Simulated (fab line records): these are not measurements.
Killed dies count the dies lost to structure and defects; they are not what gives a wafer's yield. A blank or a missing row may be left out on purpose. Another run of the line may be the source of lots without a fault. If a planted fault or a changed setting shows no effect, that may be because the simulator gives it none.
Which tool is to blame? -- flow n5 finfet -- 11 lots, 31 wafers sampled, at 5 steps of a route of 1938

## WHAT EACH GAUGE READ, for each wafer
The record lacks any reading of a measuring or inspecting step that a usual standard deviation could be used to judge.

## EACH LOT AND THE TOOL THAT RAN IT (in order: tool; ch and the chambers of the sampled wafers; start)
lot,N5_BEOL_M4_TRENCH_ETCH_37,N5_MIM_TOP_DEGAS_04,N5_MIM_TOP_LITHO_DESCUM_10,N5_PASSIVATION_STRIP_34,N5_PASSIVATION_PROBE_49
L346,"rie diel-04 ch 1,3, day 8 13:01","pvd sputter-01, day 13 06:38","rie diel-04 ch 0,2, day 13 07:16","rie diel-04 ch 1,2,3, day 13 12:14",-
L350,"rie diel-01 ch 1, day 8 19:49","pvd sputter-01, day 13 20:14","rie diel-01 ch 0,2, day 13 20:52","rie diel-01 ch 2,3, day 14 03:43",-
L348,"rie diel-04 ch 2,3, day 9 06:41","pvd sputter-03, day 13 09:22","rie diel-04 ch 0,1, day 13 10:18","rie diel-04 ch 1,2, day 13 15:19",-
L351,"rie diel-03 ch 1,2, day 9 12:39","pvd sputter-02, day 14 17:02","rie diel-04 ch 1,3, day 14 17:41","rie diel-01 ch 0,2, day 14 22:41",-
L352,"rie diel-04 ch 1,2,3, day 9 12:57","pvd sputter-02, day 13 19:37","rie diel-03 ch 0,2, day 13 20:16","rie diel-04 ch 1,2, day 14 03:40",-
L356,"rie diel-01 ch 0,1, day 11 10:20","pvd sputter-03, day 15 20:10","rie diel-03 ch 1,2, day 15 20:47","rie diel-04 ch 0,2,3, day 16 02:14",-
L358,"rie diel-03 ch 1,2,3, day 12 06:55","pvd sputter-02, day 16 05:45","rie diel-01 ch 0,1,2, day 16 06:24","rie diel-04 ch 0,1,3, day 16 12:22",-
L361,"rie diel-03 ch 0,1,3, day 13 00:21","pvd sputter-01, day 17 07:35","rie diel-01 ch 0,1,2, day 17 08:07","rie diel-04 ch 0,2,3, day 17 14:02",-
L362,"rie diel-03 ch 1,2, day 13 05:52","pvd sputter-03, day 18 02:53","rie diel-04 ch 2,3, day 18 03:24","rie diel-03 ch 0,2,3, day 18 08:14","prober-02, day 18 12:34"
L364,"rie diel-03 ch 0,1,2, day 13 14:55","pvd sputter-02, day 18 06:49","rie diel-03 ch 0,1,3, day 18 07:22","rie diel-04 ch 0,1,2, day 18 12:46","prober-01, day 18 17:26"
L367,"rie diel-04 ch 0,3, day 13 15:11","pvd sputter-02, day 18 15:11","rie diel-03 ch 1,2,3, day 18 15:52","rie diel-04 ch 1,2, day 18 23:40",-
- N5_BEOL_M4_TRENCH_ETCH_37: etches SiOC in C4F6/O2, target depth 55.555 nm, time 29.2 s.
- N5_MIM_TOP_DEGAS_04: time 60 s.
- N5_MIM_TOP_LITHO_DESCUM_10: chemistry O2, time 7.9 s.
- N5_PASSIVATION_STRIP_34: strips in O2.
- N5_PASSIVATION_PROBE_49

## AS READ BY THE TOOLS THEMSELVES (means over the sampled wafers that have a number; for cases with no such wafer, the mark the record gives instead)
N5_BEOL_M4_TRENCH_ETCH_37. Usual: C4F6_flow_sccm 9.999 sccm, standard deviation 0.029; drypump motor current A 5.5 A, standard deviation 0.41; oes product au 0.83 a.u., standard deviation 0.072; rf vpp V 662 V, standard deviation 10; showerhead plenum p Torr 2.87 Torr, standard deviation 0.1; throttle valve pct 20.80 %, standard deviation 0.18.
lot,tool,C4F6_flow_sccm (sccm),drypump motor current A (A),oes product au (a.u.),rf vpp V (V),showerhead plenum p Torr (Torr),throttle valve pct (%),flag
L346,rie diel-04,10.022,6.1,0.91,659,2.94,20.93,
L350,rie diel-01,9.977,5.2,0.94,664,2.91,20.63,
L348,rie diel-04,9.979,5.7,0.86,659,2.94,20.72,
L351,rie diel-03,9.999,5.4,0.84,661,2.93,20.69,
L352,rie diel-04,10.012,5.9,0.86,663,2.89,20.86,
L356,rie diel-01,9.988,5.4,0.86,670,2.83,20.79,
L358,rie diel-03,9.975,5.4,0.78,656,2.90,20.75,
L361,rie diel-03,9.989,5.4,0.77,667,2.90,20.71,
L362,rie diel-03,10.009,5.5,0.77,656,2.82,20.88,
L364,rie diel-03,9.987,5.4,0.76,668,2.82,20.83,
L367,rie diel-04,9.994,5.6,0.86,654,2.93,20.88,

N5_MIM_TOP_DEGAS_04. Usual: heater power w at 454 W, with a standard deviation of 39.
lot,tool,heater power w (W),flag
L346,pvd sputter-01,439,
L350,pvd sputter-01,433,
L348,pvd sputter-03,442,
L351,pvd sputter-02,460,
L352,pvd sputter-02,466,
L356,pvd sputter-03,430,
L358,pvd sputter-02,487,
L361,pvd sputter-01,435,
L362,pvd sputter-03,441,
L364,pvd sputter-02,461,
L367,pvd sputter-02,468,

N5_MIM_TOP_LITHO_DESCUM_10. Usual: drypump motor current A 5.5 A, standard deviation 0.4; oes product au 0.79 a.u., standard deviation 0.055; rf vpp V 243.2 V, standard deviation 1.6; showerhead plenum p Torr 2.11 Torr, standard deviation 0.082; throttle valve pct 20.44 %, standard deviation 0.17.
lot,tool,drypump motor current A (A),oes product au (a.u.),rf vpp V (V),showerhead plenum p Torr (Torr),throttle valve pct (%),flag
L346,rie diel-04,5.3,0.80,243.6,2.08,20.30,
L350,rie diel-01,5.7,0.87,243.6,2.12,20.36,
L348,rie diel-04,5.8,0.85,242.7,2.04,20.61,
L351,rie diel-04,6.3,0.83,243.5,2.08,20.63,
L352,rie diel-03,5.4,0.73,240.9,2.01,20.60,
L356,rie diel-03,5.4,0.78,243.5,2.15,20.39,
L358,rie diel-01,5.5,0.83,243.6,2.12,20.36,
L361,rie diel-01,5.6,0.82,243.0,2.11,20.38,
L362,rie diel-04,5.5,0.77,243.4,2.12,20.30,
L364,rie diel-03,5.4,0.74,243.8,2.13,20.45,
L367,rie diel-03,5.5,0.74,242.7,2.12,20.42,

N5_PASSIVATION_STRIP_34. Usual: drypump motor current A 5.6 A, standard deviation 0.44; oes product au 0.80 a.u., standard deviation 0.057; rf vpp V 3.9 V, standard deviation 1.6; showerhead plenum p Torr 2.10 Torr, standard deviation 0.079; throttle valve pct 16.67 %, standard deviation 0.18.
lot,tool,drypump motor current A (A),oes product au (a.u.),rf vpp V (V),showerhead plenum p Torr (Torr),throttle valve pct (%),flag
L346,rie diel-04,6.0,0.83,4.0,2.11,16.67,
L350,rie diel-01,5.5,0.87,3.4,2.17,16.54,
L348,rie diel-04,6.0,0.81,4.5,2.06,16.65,
L351,rie diel-01,5.6,0.84,3.6,2.10,16.56,
L352,rie diel-04,5.8,0.80,3.2,2.08,16.57,
L356,rie diel-04,5.4,0.80,3.8,2.12,16.65,
L358,rie diel-04,5.8,0.82,5.3,2.09,16.79,
L361,rie diel-04,5.5,0.80,4.6,2.12,16.66,
L362,rie diel-03,5.4,0.71,2.2,2.06,16.78,
L364,rie diel-04,5.7,0.78,7.0,2.05,16.73,
L367,rie diel-04,6.1,0.76,4.1,2.03,16.84,

N5_PASSIVATION_PROBE_49. Usual: defect limited yield 91.0 %, standard deviation 1.5; killed_at_M0_to_M3 35, standard deviation 11; killed_at_M4_up 13, standard deviation 5; killed at contacts 12, standard deviation 5.9; killed at front end 42, standard deviation 13; killed at other 3, standard deviation 3.2; killed dies 106, standard deviation 18; killed open 69, standard deviation 13; killed short 35, standard deviation 8.9; sort_bin_5_function 5.2 %, standard deviation 0.95; sort_bin_6_memory 3.3 %, standard deviation 0.71; sort n pass 1074, standard deviation 18; sort yield pct 91.0 %, standard deviation 1.5.
lot,tool,defect limited yield (%),killed_at_M0_to_M3,killed_at_M4_up,killed at contacts,killed at front end,killed at other,killed dies,killed open,killed short,sort_bin_5_function (%),sort_bin_6_memory (%),sort n pass,sort yield pct (%),flag
L362,prober-02,81.9,43,121,14,35,1,214,67,33,12.0,4.0,966,81.9,OFF
L364,prober-01,84.1,33,113,10,28,2,187,53,28,10.8,3.3,993,84.1,OFF

## THE ANSWER, worked out from the rows above alone
Rule: a lot counts as off when the mean over its wafers that have a number is more than 3 standard deviations away from the usual mean. Also off: a lot with no number at a reading for which 4 or more lots have one. The other lots that the step has rows for count as sound. First the gauges in route order, then the tools' own readings, where a lot's mean is used as printed above. At the first step where some lot is off, the reading lying furthest off is the one used; lots without a number count as furthest.
Off, at N5_PASSIVATION_PROBE_49 on killed_at_M4_up: L362, L364. Neither off nor sound, because the step has no rows for them: L346, L350, L348, L351, L352, L356, L358, L361, L367.
A tool fits if, at that step or a process step before it, it ran every lot that is off, and no sound lot after the first of them. One candidate fits, namely rie diel-03 at N5_BEOL_M4_TRENCH_ETCH_37. It ran no sound lot before its first lot that is off in this sample, so the start can't be narrowed down.

## WHAT WAS PUT IN BY THE SIMULATOR
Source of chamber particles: rie diel-03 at N5_BEOL_M4_TRENCH_ETCH_37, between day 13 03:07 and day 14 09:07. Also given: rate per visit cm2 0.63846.
Struck lots among those shown: L362, L364. The same result came from the rule above.
